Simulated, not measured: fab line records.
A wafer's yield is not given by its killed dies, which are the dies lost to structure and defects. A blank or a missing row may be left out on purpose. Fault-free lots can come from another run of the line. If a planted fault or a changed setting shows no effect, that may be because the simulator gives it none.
fab line records || flow nand-harc
record: {"lots": 5, "wafers": 15, "last-day": 34}
route steps=1302 shown P_ZERO_WELL@29 END@1302
lots with no fault: from the same line, run without faults
start-h: hours from the record's opening day to when the first of the lot's shown wafers began || wait-h: how many hours have passed since the lot's step before this one || " unchanged from the row above || L1.1+2: a single row standing in for several wafers || - no value, or no start given || * or withheld: withheld || < > ~ a bound
route shown NAME@n: NAME is a module with steps in the file, n the number in the route of the first one || usual: mean/standard deviation taken from wafers without a fault || same: alike in all rows || chamber/n: place in a boat || sites: readings site by site || _std_site: their standard deviation || _edge_site: outer sites' mean less inner sites' || radius-mm: how far each site lies from the wafer's centre || mask NAME#n: copy n || behind: the most recent tool/chamber to have shaped the wafer || hold: the reason the lot was held/the length of the hold in hours/how it ended || device: the transistor (n, p or np) that didn't switch || end of line: the tests these same wafers got at the end of their route || where a step has no rows: the recipe by itself || killed: the dies lost at the first sort to structure and to defects; this is not the yield of the wafer || map: a wafer's dies, x killed, . not, _ none there
set.NAME: the run value of the setting; set.NAME@STEP: its run value at that earlier step || model.NAME: the simulator's own value behind a step, which no gauge read
lots seen at some steps along the route; tables by step, rows by wafer
services: when a tool's chamber went out of use (start-h, in hours from the record's first day, below 0 if earlier), for how many hours, and the reason
== steps ==
step: NHARC_P_ZERO_WELL_CD_MEAS_24
recipe: {"target-cd-nm": 720, "landing-energy-ev": 500}
usual: {"cd-nm": "719.8/1.9"}
{"lot.wafer": "L341.2", "tool": "cd-sem-02", "chamber": 0, "start-h": 62.48, "wait-h": "-", "cd-nm": 716.0}
{"lot.wafer": "L341.4", "tool": "cd-sem-02", "chamber": 0, "start-h": 62.48, "wait-h": "-", "cd-nm": 718.2}
{"lot.wafer": "L341.6", "tool": "cd-sem-02", "chamber": 0, "start-h": 62.48, "wait-h": "-", "cd-nm": 715.7}
{"lot.wafer": "L343.1", "tool": "cd-sem-01", "chamber": 0, "start-h": 82.63, "wait-h": "-", "cd-nm": 720.9}
{"lot.wafer": "L343.3", "tool": "cd-sem-01", "chamber": 0, "start-h": 82.63, "wait-h": "-", "cd-nm": 720.6}
{"lot.wafer": "L343.6", "tool": "cd-sem-01", "chamber": 0, "start-h": 82.63, "wait-h": "-", "cd-nm": 718.9}
{"lot.wafer": "L344.1", "tool": "cd-sem-01", "chamber": 0, "start-h": 93.01, "wait-h": "-", "cd-nm": 720.7}
{"lot.wafer": "L344.3", "tool": "cd-sem-01", "chamber": 0, "start-h": 93.01, "wait-h": "-", "cd-nm": 718.1}
{"lot.wafer": "L344.6", "tool": "cd-sem-01", "chamber": 0, "start-h": 93.01, "wait-h": "-", "cd-nm": 719.6}
{"lot.wafer": "L355.2", "tool": "cd-sem-01", "chamber": 0, "start-h": 202.46, "wait-h": "-", "cd-nm": 722.2}
{"lot.wafer": "L355.3", "tool": "cd-sem-01", "chamber": 0, "start-h": 202.46, "wait-h": "-", "cd-nm": 718.2}
{"lot.wafer": "L355.6", "tool": "cd-sem-01", "chamber": 0, "start-h": 202.46, "wait-h": "-", "cd-nm": 722.9}
{"lot.wafer": "L360.3", "tool": "cd-sem-02", "chamber": 0, "start-h": 252.59, "wait-h": "-", "cd-nm": 719.9}
{"lot.wafer": "L360.4", "tool": "cd-sem-02", "chamber": 0, "start-h": 252.59, "wait-h": "-", "cd-nm": 719.9}
{"lot.wafer": "L360.6", "tool": "cd-sem-02", "chamber": 0, "start-h": 252.59, "wait-h": "-", "cd-nm": 719.6}
step: NHARC_P_ZERO_WELL_HARDBAKE_25
recipe: {"temp-c": 125, "time-s": 80}
step: NHARC_P_ZERO_WELL_DESCUM_26
recipe: {"time-s": 3, "o2-flow-sccm": 200, "ar-flow-sccm": 0, "bias-power-w": 0, "chemistry": "O2"}
usual: {"drypump-motor-current-A": "6.0/0.43", "oes-product-au": "1.002/0.01", "rf-vpp-V": "57.8/0.85", "showerhead-plenum-p-Torr": "1.92/0.071", "throttle-valve-pct": "11.312/0.0087"}
same: {"time-s": 3}
{"lot.wafer": "L341.2", "tool": "rie-diel-03", "chamber": 2, "start-h": 62.63, "wait-h": "-", "drypump-motor-current-A": 6.6, "oes-product-au": 1.002, "rf-hours-counter-h": 40, "rf-vpp-V": 55.4, "showerhead-plenum-p-Torr": 1.82, "throttle-valve-pct": 11.323}
{"lot.wafer": "L341.4", "tool": "rie-diel-03", "chamber": 3, "start-h": 62.63, "wait-h": "-", "drypump-motor-current-A": 6.3, "oes-product-au": 0.995, "rf-hours-counter-h": 39, "rf-vpp-V": 58.6, "showerhead-plenum-p-Torr": 1.95, "throttle-valve-pct": 11.299}
{"lot.wafer": "L341.6", "tool": "rie-diel-03", "chamber": 3, "start-h": 62.63, "wait-h": "-", "drypump-motor-current-A": 6.3, "oes-product-au": 1.011, "rf-hours-counter-h": "-", "rf-vpp-V": 56.7, "showerhead-plenum-p-Torr": 1.95, "throttle-valve-pct": 11.311}
{"lot.wafer": "L343.3", "tool": "rie-diel-05", "chamber": 0, "start-h": 82.81, "wait-h": "-", "drypump-motor-current-A": 6.7, "oes-product-au": 0.997, "rf-hours-counter-h": 8, "rf-vpp-V": 57.2, "showerhead-plenum-p-Torr": 1.80, "throttle-valve-pct": 11.312}
{"lot.wafer": "L343.1", "tool": "rie-diel-05", "chamber": 1, "start-h": 82.81, "wait-h": "-", "drypump-motor-current-A": 6.2, "oes-product-au": 0.983, "rf-hours-counter-h": 6, "rf-vpp-V": 57.1, "showerhead-plenum-p-Torr": 2.02, "throttle-valve-pct": 11.315}
{"lot.wafer": "L343.6", "tool": "rie-diel-05", "chamber": 2, "start-h": 82.81, "wait-h": "-", "drypump-motor-current-A": 5.8, "oes-product-au": 1.006, "rf-hours-counter-h": "-", "rf-vpp-V": 58.0, "showerhead-plenum-p-Torr": 1.89, "throttle-valve-pct": 11.320}
{"lot.wafer": "L344.3", "tool": "rie-diel-03", "chamber": 0, "start-h": 93.17, "wait-h": "-", "drypump-motor-current-A": 5.7, "oes-product-au": 1.017, "rf-hours-counter-h": 47, "rf-vpp-V": 56.3, "showerhead-plenum-p-Torr": 1.97, "throttle-valve-pct": 11.307}
{"lot.wafer": "L344.1", "tool": "rie-diel-03", "chamber": 1, "start-h": 93.17, "wait-h": "-", "drypump-motor-current-A": 5.6, "oes-product-au": 1.005, "rf-hours-counter-h": 47, "rf-vpp-V": 57.8, "showerhead-plenum-p-Torr": 2.01, "throttle-valve-pct": 11.306}
{"lot.wafer": "L344.6", "tool": "rie-diel-03", "chamber": 0, "start-h": 93.17, "wait-h": "-", "drypump-motor-current-A": 5.6, "oes-product-au": 1.022, "rf-hours-counter-h": "-", "rf-vpp-V": 58.3, "showerhead-plenum-p-Torr": 1.97, "throttle-valve-pct": 11.324}
{"lot.wafer": "L355.3", "tool": "rie-diel-05", "chamber": 3, "start-h": 202.64, "wait-h": "-", "drypump-motor-current-A": 5.2, "oes-product-au": 0.988, "rf-hours-counter-h": 44, "rf-vpp-V": 58.7, "showerhead-plenum-p-Torr": 1.95, "throttle-valve-pct": 11.325}
{"lot.wafer": "L355.2", "tool": "rie-diel-05", "chamber": 0, "start-h": 202.64, "wait-h": "-", "drypump-motor-current-A": 6.7, "oes-product-au": 1.000, "rf-hours-counter-h": 46, "rf-vpp-V": 57.2, "showerhead-plenum-p-Torr": 1.79, "throttle-valve-pct": 11.308}
{"lot.wafer": "L355.6", "tool": "rie-diel-05", "chamber": 1, "start-h": 202.64, "wait-h": "-", "drypump-motor-current-A": 6.2, "oes-product-au": 0.983, "rf-hours-counter-h": "-", "rf-vpp-V": 58.8, "showerhead-plenum-p-Torr": 2.01, "throttle-valve-pct": 11.315}
{"lot.wafer": "L360.3", "tool": "rie-diel-03", "chamber": 2, "start-h": 252.76, "wait-h": "-", "drypump-motor-current-A": 6.6, "oes-product-au": 1.008, "rf-hours-counter-h": 52, "rf-vpp-V": 56.9, "showerhead-plenum-p-Torr": 1.80, "throttle-valve-pct": 11.302}
{"lot.wafer": "L360.4", "tool": "rie-diel-03", "chamber": 0, "start-h": 252.76, "wait-h": "-", "drypump-motor-current-A": 5.6, "oes-product-au": 0.998, "rf-hours-counter-h": 47, "rf-vpp-V": 57.9, "showerhead-plenum-p-Torr": 1.96, "throttle-valve-pct": 11.304}
{"lot.wafer": "L360.6", "tool": "rie-diel-03", "chamber": 1, "start-h": 252.76, "wait-h": "-", "drypump-motor-current-A": 5.6, "oes-product-au": 1.013, "rf-hours-counter-h": "-", "rf-vpp-V": 57.7, "showerhead-plenum-p-Torr": 1.99, "throttle-valve-pct": 11.304}
step: NHARC_P_ZERO_WELL_IMPLANT_27
recipe: {"energy-kev": 600, "dose-cm2": 1e+13, "tilt-deg": 7}
step: NHARC_P_ZERO_WELL_IMPLANT_57
recipe: {"energy-kev": 250, "dose-cm2": 4e+12, "tilt-deg": 7}
step: NHARC_P_ZERO_WELL_IMPLANT_58
recipe: {"energy-kev": 100, "dose-cm2": 2e+12, "tilt-deg": 7}
step: NHARC_P_ZERO_WELL_STRIP_28
recipe: {"time-s": 840, "temp-c": 130, "chemistry": "SPM"}
step: NHARC_P_ZERO_WELL_DEHYDRATE_29
recipe: {"temp-c": 150, "time-s": 120}
step: NHARC_P_ZERO_WELL_HMDS_30
recipe: {"time-s": 30}
step: NHARC_P_ZERO_WELL_COAT_31
recipe: {"spin-rpm": "withheld"}
step: NHARC_P_ZERO_WELL_SOFTBAKE_32
recipe: {"temp-c": 122, "time-s": 95}
step: NHARC_P_ZERO_WELL_EBR_33
step: NHARC_P_ZERO_WELL_EXPOSE_34
recipe: {"na": 0.6, "target-cd-nm": 720, "dose-mj": 22.31, "mask-id": "P_PWELL"}
{"lot.wafer": "L341.2+4+6", "tool": "krf-scanner-04", "chamber": 0, "start-h": 63.84, "wait-h": "-", "mask": "P_PWELL#0"}
{"lot.wafer": "L343.1+3+6", "tool": "krf-scanner-03", "chamber": 0, "start-h": 84.00, "wait-h": "-", "mask": "P_PWELL#0"}
{"lot.wafer": "L344.1+3+6", "tool": "krf-scanner-03", "chamber": 0, "start-h": 94.37, "wait-h": "-", "mask": "P_PWELL_R1#0"}
{"lot.wafer": "L355.2+3+6", "tool": "krf-scanner-03", "chamber": 0, "start-h": 203.85, "wait-h": "-", "mask": "P_PWELL#0"}
{"lot.wafer": "L360.3+4+6", "tool": "krf-scanner-03", "chamber": 0, "start-h": 253.96, "wait-h": "-", "mask": "P_PWELL#0"}
step: NHARC_P_ZERO_WELL_PEB_35
recipe: {"peb-temp-c": 118, "peb-time-s": 85}
step: NHARC_P_ZERO_WELL_DEVELOP_36
recipe: {"time-s": 70}
step: NHARC_P_ZERO_WELL_CD_MEAS_37
recipe: {"target-cd-nm": 720, "landing-energy-ev": 500}
usual: {"cd-nm": "720.1/2.5"}
{"lot.wafer": "L341.2", "tool": "cd-sem-01", "chamber": 0, "start-h": 64.00, "wait-h": "-", "hold": "-", "cd-nm": 719.2}
{"lot.wafer": "L341.4", "tool": "cd-sem-01", "chamber": 0, "start-h": 64.00, "wait-h": "-", "hold": "-", "cd-nm": 716.2}
{"lot.wafer": "L341.6", "tool": "cd-sem-01", "chamber": 0, "start-h": 64.00, "wait-h": "-", "hold": "-", "cd-nm": 716.4}
{"lot.wafer": "L343.1", "tool": "cd-sem-03", "chamber": 0, "start-h": 84.16, "wait-h": "-", "hold": "-", "cd-nm": 719.7}
{"lot.wafer": "L343.3", "tool": "cd-sem-03", "chamber": 0, "start-h": 84.16, "wait-h": "-", "hold": "-", "cd-nm": 719.8}
{"lot.wafer": "L343.6", "tool": "cd-sem-03", "chamber": 0, "start-h": 84.16, "wait-h": "-", "hold": "-", "cd-nm": 721.0}
{"lot.wafer": "L344.1", "tool": "cd-sem-01", "chamber": 0, "start-h": 94.53, "wait-h": "-", "hold": "await-dispo/0.2h/release", "cd-nm": 741.0}
{"lot.wafer": "L344.3", "tool": "cd-sem-01", "chamber": 0, "start-h": 94.53, "wait-h": "-", "hold": "await-dispo/0.2h/release", "cd-nm": 741.3}
{"lot.wafer": "L344.6", "tool": "cd-sem-01", "chamber": 0, "start-h": 94.53, "wait-h": "-", "hold": "await-dispo/0.2h/release", "cd-nm": 739.3}
{"lot.wafer": "L344.1", "tool": "cd-sem-01", "chamber": 0, "start-h": "-", "wait-h": "-", "hold": "-", "cd-nm": 741.0}
{"lot.wafer": "L344.3", "tool": "cd-sem-01", "chamber": 0, "start-h": "-", "wait-h": "-", "hold": "-", "cd-nm": 741.3}
{"lot.wafer": "L344.6", "tool": "cd-sem-01", "chamber": 0, "start-h": "-", "wait-h": "-", "hold": "-", "cd-nm": 739.3}
{"lot.wafer": "L355.2", "tool": "cd-sem-03", "chamber": 0, "start-h": 204.00, "wait-h": "-", "hold": "-", "cd-nm": 723.6}
{"lot.wafer": "L355.3", "tool": "cd-sem-03", "chamber": 0, "start-h": 204.00, "wait-h": "-", "hold": "-", "cd-nm": 719.7}
{"lot.wafer": "L355.6", "tool": "cd-sem-03", "chamber": 0, "start-h": 204.00, "wait-h": "-", "hold": "-", "cd-nm": 719.4}
{"lot.wafer": "L360.3", "tool": "cd-sem-02", "chamber": 0, "start-h": 254.11, "wait-h": "-", "hold": "-", "cd-nm": 720.9}
{"lot.wafer": "L360.4", "tool": "cd-sem-02", "chamber": 0, "start-h": 254.11, "wait-h": "-", "hold": "-", "cd-nm": 721.7}
{"lot.wafer": "L360.6", "tool": "cd-sem-02", "chamber": 0, "start-h": 254.11, "wait-h": "-", "hold": "-", "cd-nm": 722.6}
step: NHARC_END_SORT_01
recipe: {"temp-c": 25}
usual: {"killed-at-array": "51/17", "killed-at-other": "1.0/1.2", "killed-at-periphery": "3.4/2.5", "killed-dies": "56/17", "killed-open": "3.3/2.1", "killed-short": "2.6/1.6"}
same: {"gross-dies": 677}
{"lot.wafer": "L344.1", "tool": "prober-02", "chamber": 0, "start-h": 629.43, "wait-h": 2.5, "killed-at-array": 72, "killed-at-other": 0, "killed-at-periphery": 2, "killed-dies": 74, "killed-open": 2, "killed-short": 1}
{"lot.wafer": "L344.3", "tool": "prober-02", "chamber": 0, "start-h": 631.08, "wait-h": 3.1, "killed-at-array": 74, "killed-at-other": 1, "killed-at-periphery": 1, "killed-dies": 76, "killed-open": 1, "killed-short": 5}
{"lot.wafer": "L344.6", "tool": "prober-02", "chamber": 0, "start-h": 633.55, "wait-h": 4.1, "killed-at-array": 81, "killed-at-other": 2, "killed-at-periphery": 2, "killed-dies": 85, "killed-open": 2, "killed-short": 4}
{"lot.wafer": "L355.2", "tool": "prober-01", "chamber": 0, "start-h": 742.01, "wait-h": 2.8, "killed-at-array": 53, "killed-at-other": 1, "killed-at-periphery": 1, "killed-dies": 55, "killed-open": 1, "killed-short": 3}
{"lot.wafer": "L355.3", "tool": "prober-01", "chamber": 0, "start-h": 742.81, "wait-h": 3.1, "killed-at-array": 46, "killed-at-other": 2, "killed-at-periphery": 1, "killed-dies": 49, "killed-open": 3, "killed-short": 4}
{"lot.wafer": "L355.6", "tool": "prober-01", "chamber": 0, "start-h": 745.22, "wait-h": 4.0, "killed-at-array": 41, "killed-at-other": 1, "killed-at-periphery": 4, "killed-dies": 46, "killed-open": 6, "killed-short": 1}
killed by level:class
L344.1 A_CHANNEL_HOLE_D1:chamber-film-flake=31 A_SLIT:chamber-film-flake=24 A_CHANNEL_HOLE_D2:chamber-film-flake=8 A_ZERO_WELL:chamber-film-flake=2 A_CONTACT:chamber-film-flake=2 A_ONON_D2:geometric-particle:open=1 A_CHANNEL_HOLE_D2:geometric-particle:open=1 A_M1:geometric-particle:short=1
L344.3 A_CHANNEL_HOLE_D1:chamber-film-flake=32 A_SLIT:chamber-film-flake=28 A_CHANNEL_HOLE_D2:chamber-film-flake=6 A_CONTACT:chamber-film-flake=3 A_ONON_D1:geometric-particle:short=2 A_CHANNEL_FILL_D2:geometric-particle:short=1 A_SGD_CUT:geometric-particle:short=1 A_BLC:geometric-particle:open=1
L344.6 A_CHANNEL_HOLE_D1:chamber-film-flake=35 A_SLIT:chamber-film-flake=22 A_CHANNEL_HOLE_D2:chamber-film-flake=11 A_CONTACT:chamber-film-flake=5 A_M0:geometric-particle:short=2 P_STI:chamber-film-flake=2 THIN_TSV:chamber-film-flake=2 A_ONON_D1:geometric-particle:open=1
L355.2 A_SLIT:chamber-film-flake=27 A_CHANNEL_HOLE_D1:chamber-film-flake=14 A_WL_FILL:chamber-film-flake=7 P_CONTACT:geometric-particle:short=1 A_CHANNEL_FILL_D1:geometric-particle:short=1 A_CONTACT:geometric-particle:open=1 A_M0:geometric-particle:short=1 A_CHANNEL_FILL_D1:chamber-film-flake=1
L355.3 A_SLIT:chamber-film-flake=25 A_CHANNEL_HOLE_D1:chamber-film-flake=12 A_CHANNEL_FILL_D1:chamber-film-flake=2 THIN_TSV:chamber-film-flake=2 P_ZERO_WELL:geometric-particle:open=1 A_SOURCE_PLATE:geometric-particle:short=1 A_CHANNEL_HOLE_D1:geometric-particle:short=1 A_ONON_D2:geometric-particle:open=1
L355.6 A_SLIT:chamber-film-flake=25 A_CHANNEL_HOLE_D1:chamber-film-flake=5 A_WL_FILL:chamber-film-flake=3 P_M0:geometric-particle:open=2 A_CHANNEL_FILL_D1:chamber-film-flake=2 A_STAIRCASE:chamber-film-flake=2 P_GATE:geometric-particle:open=1 P_CONTACT:geometric-particle:open=1
== services ==
{"tool": "rie-diel-05", "chamber": 3, "start-h": 43.36, "hours": 10.7, "kind": "repair"}
{"tool": "rie-diel-05", "chamber": 0, "start-h": 44.80, "hours": 4.6, "kind": "repair"}
{"tool": "krf-scanner-03", "chamber": "-", "start-h": 52.00, "hours": 4.0, "kind": "pm"}
{"tool": "rie-diel-05", "chamber": "-", "start-h": 52.83, "hours": 9.0, "kind": "pm"}
{"tool": "rie-diel-03", "chamber": 0, "start-h": 58.83, "hours": "-", "kind": "clean"}
{"tool": "rie-diel-03", "chamber": 1, "start-h": 58.83, "hours": "-", "kind": "clean"}
{"tool": "rie-diel-03", "chamber": 2, "start-h": 58.83, "hours": "-", "kind": "clean"}
{"tool": "rie-diel-03", "chamber": 3, "start-h": 58.83, "hours": "-", "kind": "clean"}
{"tool": "rie-diel-03", "chamber": 1, "start-h": 67.25, "hours": 18.6, "kind": "repair"}
{"tool": "rie-diel-03", "chamber": 3, "start-h": 78.72, "hours": 6.5, "kind": "repair"}
{"tool": "rie-diel-03", "chamber": 0, "start-h": 83.38, "hours": "-", "kind": "clean"}
{"tool": "rie-diel-03", "chamber": 2, "start-h": 83.38, "hours": "-", "kind": "clean"}
{"tool": "krf-scanner-03", "chamber": 0, "start-h": 103.68, "hours": "-", "kind": "calibration"}
{"tool": "rie-diel-03", "chamber": "-", "start-h": 104.30, "hours": 9.0, "kind": "pm"}
{"tool": "rie-diel-03", "chamber": 0, "start-h": 104.30, "hours": 9.0, "kind": "vent-cycle"}
{"tool": "rie-diel-03", "chamber": 1, "start-h": 104.30, "hours": 9.0, "kind": "vent-cycle"}
{"tool": "krf-scanner-03", "chamber": "-", "start-h": 118.23, "hours": 0.6, "kind": "repair"}
{"tool": "rie-diel-05", "chamber": 2, "start-h": 161.92, "hours": 3.4, "kind": "repair"}
{"tool": "krf-scanner-04", "chamber": "-", "start-h": 171.78, "hours": 1.4, "kind": "repair"}
{"tool": "krf-scanner-04", "chamber": "-", "start-h": 182.00, "hours": 4.0, "kind": "pm"}
{"tool": "rie-diel-03", "chamber": 1, "start-h": 214.80, "hours": 2.8, "kind": "repair"}
{"tool": "krf-scanner-03", "chamber": "-", "start-h": 224.00, "hours": 4.0, "kind": "pm"}
{"tool": "rie-diel-05", "chamber": "-", "start-h": 229.85, "hours": 9.0, "kind": "pm"}
{"tool": "rie-diel-05", "chamber": "-", "start-h": 243.11, "hours": 18.7, "kind": "repair"}
== key ==
first-sign: {"step": "NHARC_P_ZERO_WELL_EXPOSE_34", "reading": "mask", "direction": "changed"}
effect: {"step": "NHARC_P_ZERO_WELL_CD_MEAS_37", "reading": "visit", "direction": "added"}
effect: {"step": "NHARC_P_ZERO_WELL_CD_MEAS_37", "reading": "cd-nm", "direction": "up", "sigmas": 8.1, "usual": 720.1, "struck": 740.5}
met-at NHARC_P_ZERO_WELL_EXPOSE_34
struck-wafers L344.1,L344.3,L344.6
tester-left-out L344
onset-between 84.00 94.37
fault: {"kind": "wrong-mask", "tool": "any", "chamber": "-", "onset-h": 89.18, "steps": "NHARC_P_ZERO_WELL_EXPOSE_34", "aux-copy": "P_PWELL_R1#0", "cd-offset-nm": 19.761, "scope": "struck-lots-only"}
tester-left-out: of these lots the tester's yield and bins aren't shown, on N5 and GAA mostly nor the transistor test; their killed dies are dies lost to structure and defects alone, not to doping, threshold or leakage, so they don't give the yield
